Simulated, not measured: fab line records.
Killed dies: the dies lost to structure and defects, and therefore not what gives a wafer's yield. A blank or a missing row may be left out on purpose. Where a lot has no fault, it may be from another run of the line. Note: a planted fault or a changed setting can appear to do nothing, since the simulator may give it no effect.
Split-lot trial / flow n5 finfet / 21 wafers read across 7 lots, on a route 1938 steps long

== THE SPLIT ITSELF ==
At N5_BEOL_M7_TRENCH_ETCH_37 (etches SiCOH lowk in C4F6/O2, target depth 93.478 nm, time 31.2 s), the setting time s was moved away from the recipe's 31.2 s on 6 of the 21 wafers read, by -17.9% to +14.3%. All remaining wafers had this setting at the recipe value.

== FROM THE SPLIT TO THE READING: what the file shows between them, 11 steps ==
- N5_BEOL_M7_ETCH_41: etches SiCN in CH3F/O2, target depth 31.9 nm, time 57.8 s
- N5_BEOL_M7_STRIP_80: strips in N2/H2, time 10 s
- N5_BEOL_M7_OCD_MEAS_38
- N5_BEOL_M7_HM_STRIP_39: strips TiN in peroxide tin strip, target depth 25 nm, time 158 s
- N5_BEOL_M7_SRD_40: time 30 s
- N5_BEOL_M7_ECD_50: material Cu, target thk 300 nm
- N5_BEOL_M7_ANNEAL_51: time 90 s
- N5_BEOL_M7_CMP_52: polishes, stops on SiCOH lowk, t overpolish 6.9 s, target thk 80 nm
- N5_BEOL_M7_THK_MEAS_53: measures by xrf
- N5_BEOL_M7_PRE_CLEAN_55: time 15 s
- N5_BEOL_M7_DEP_56: deposits SiCN from 3MS/NH3, target thk 10 nm, time 17.5 s

== THE READING ==
M7_RS in ohm/sq, measured at N5_BEOL_M7_RS_MEAS_57 by four-point-probe. A value of 0.288 ohm/sq with a standard deviation of 0.0073 ohm/sq is what fault-free wafers of this fab line usually give.

wafer=L078.3; tool, chamber at the split=rie diel-06, 3; time s as run, s=31.2; against the recipe=recipe; M7_RS, ohm/sq=0.289; against lot-mates on the recipe=-
wafer=L078.4; tool, chamber at the split=rie diel-06, 0; time s as run, s=31.2; against the recipe=recipe; M7_RS, ohm/sq=0.284; against lot-mates on the recipe=-
wafer=L078.5; tool, chamber at the split=rie diel-06, 0; time s as run, s=25.6; against the recipe=-17.9%; M7_RS, ohm/sq=0.384; against lot-mates on the recipe=+0.098
wafer=L079.1; tool, chamber at the split=rie diel-02, 0; time s as run, s=31.2; against the recipe=recipe; M7_RS, ohm/sq=0.293; against lot-mates on the recipe=-
wafer=L079.4; tool, chamber at the split=rie diel-02, 0; time s as run, s=31.2; against the recipe=recipe; M7_RS, ohm/sq=0.310; against lot-mates on the recipe=-
wafer=L079.6; tool, chamber at the split=rie diel-02, 2; time s as run, s=31.2; against the recipe=recipe; M7_RS, ohm/sq=0.296; against lot-mates on the recipe=-
wafer=L082.2; tool, chamber at the split=rie diel-02, 0; time s as run, s=31.2; against the recipe=recipe; M7_RS, ohm/sq=0.297; against lot-mates on the recipe=-
wafer=L082.3; tool, chamber at the split=rie diel-02, 3; time s as run, s=29.32; against the recipe=-6.0%; M7_RS, ohm/sq=0.304; against lot-mates on the recipe=+0.016
wafer=L082.6; tool, chamber at the split=rie diel-02, 3; time s as run, s=31.2; against the recipe=recipe; M7_RS, ohm/sq=0.280; against lot-mates on the recipe=-
wafer=L084.2; tool, chamber at the split=rie diel-02, 3; time s as run, s=34.18; against the recipe=+9.6%; M7_RS, ohm/sq=0.251; against lot-mates on the recipe=-0.050
wafer=L084.3; tool, chamber at the split=rie diel-02, 0; time s as run, s=31.2; against the recipe=recipe; M7_RS, ohm/sq=0.305; against lot-mates on the recipe=-
wafer=L084.5; tool, chamber at the split=rie diel-02, 2; time s as run, s=31.2; against the recipe=recipe; M7_RS, ohm/sq=0.297; against lot-mates on the recipe=-
wafer=L085.2; tool, chamber at the split=rie diel-02, 3; time s as run, s=31.2; against the recipe=recipe; M7_RS, ohm/sq=0.283; against lot-mates on the recipe=-
wafer=L085.3; tool, chamber at the split=rie diel-02, 2; time s as run, s=31.2; against the recipe=recipe; M7_RS, ohm/sq=0.282; against lot-mates on the recipe=-
wafer=L085.6; tool, chamber at the split=rie diel-02, 3; time s as run, s=31.2; against the recipe=recipe; M7_RS, ohm/sq=0.275; against lot-mates on the recipe=-
wafer=L090.1; tool, chamber at the split=rie diel-02, 2; time s as run, s=31.2; against the recipe=recipe; M7_RS, ohm/sq=0.288; against lot-mates on the recipe=-
wafer=L090.2; tool, chamber at the split=rie diel-02, 0; time s as run, s=35.65; against the recipe=+14.3%; M7_RS, ohm/sq=0.248; against lot-mates on the recipe=-0.041
wafer=L090.4; tool, chamber at the split=rie diel-02, 1; time s as run, s=31.2; against the recipe=recipe; M7_RS, ohm/sq=0.291; against lot-mates on the recipe=-
wafer=L092.2; tool, chamber at the split=rie diel-06, 0; time s as run, s=33.07; against the recipe=+6.0%; M7_RS, ohm/sq=0.256; against lot-mates on the recipe=-0.024
wafer=L092.5; tool, chamber at the split=rie diel-06, 0; time s as run, s=31.2; against the recipe=recipe; M7_RS, ohm/sq=0.280; against lot-mates on the recipe=-
wafer=L092.6; tool, chamber at the split=rie diel-06, 3; time s as run, s=33.07; against the recipe=+6.0%; M7_RS, ohm/sq=0.271; against lot-mates on the recipe=-0.009

THE FIT
A straight line over all 21 wafers: M7_RS changes by -0.00424 ohm/sq for each +1% of time s; r = -0.92; the points scatter about the line by 0.011 ohm/sq.
The same after taking each lot's own level away (the mean of its wafers on the recipe; 21 wafers): -0.00432 ohm/sq for each +1%; r = -0.95; scatter 0.0092 ohm/sq.
According to that fit, moving time s by its largest amount changes the reading by 0.078 ohm/sq.
From 0.2800 to 0.3010 ohm/sq: that is the span of the lots' own levels, equal to 2.9 times the standard deviation above.
The two slopes are in agreement: the lot-to-lot level therefore moves the slope only a little.
Check: +0.0595 ohm/sq against its lot-mates is what the line predicts for one of the wafers moved furthest among these (-17.9%) when that wafer is left out of the fit. It came out at +0.0975 ohm/sq against them.

== FURTHER SPLITS ON THESE WAFERS ==
Note: prior to the reading, these wafers also went through further splits. Each is held against what the fit with the lots' levels taken away leaves over:
other split on the same wafers=N5_BEOL_M7_VIA_ETCH_34 bias w; wafers away from the commonest value=3; r with M7_RS (lot level and that fit taken away)=+0.10

== THE WHOLE CHAIN: every reading that the file lists as answering this split, in the file's order ==
step=N5_BEOL_M7_TRENCH_ETCH_37; what it does=etches SiCOH lowk in C4F6/O2, target depth 93.478 nm, time 31.2 s; reading=etch.depth nm (the simulator's own value, which no gauge read); change (the file's fit)=+0.897 nm for each +1% of the setting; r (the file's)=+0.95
step=N5_BEOL_M7_TRENCH_ETCH_37; what it does=etches SiCOH lowk in C4F6/O2, target depth 93.478 nm, time 31.2 s; reading=BEOL_M7.feature depth nm (the simulator's own value, which no gauge read); change (the file's fit)=+0.898 nm for each +1% of the setting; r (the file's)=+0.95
step=N5_BEOL_M7_OCD_MEAS_38; what it does=; reading=trench depth nm; change (the file's fit)=+0.898 nm for each +1% of the setting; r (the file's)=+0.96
step=N5_BEOL_M7_CMP_52; what it does=polishes, stops on SiCOH lowk, t overpolish 6.9 s, target thk 80 nm; reading=Cu_of_BEOL_M7_ECD_50.thk nm (the simulator's own value, which no gauge read); change (the file's fit)=+0.937 nm for each +1% of the setting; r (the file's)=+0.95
step=N5_BEOL_M7_THK_MEAS_53; what it does=measures by xrf; reading=M7_THK; change (the file's fit)=+0.922 for each +1% of the setting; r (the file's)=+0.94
step=N5_BEOL_M7_RS_MEAS_57; what it does=measures by four-point-probe; reading=M7_RS; change (the file's fit)=-0.00439 for each +1% of the setting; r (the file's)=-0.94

== FILE'S OWN FIT ==
M7_RS changes by -0.00439 ohm/sq for each +1% of time s, r = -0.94.
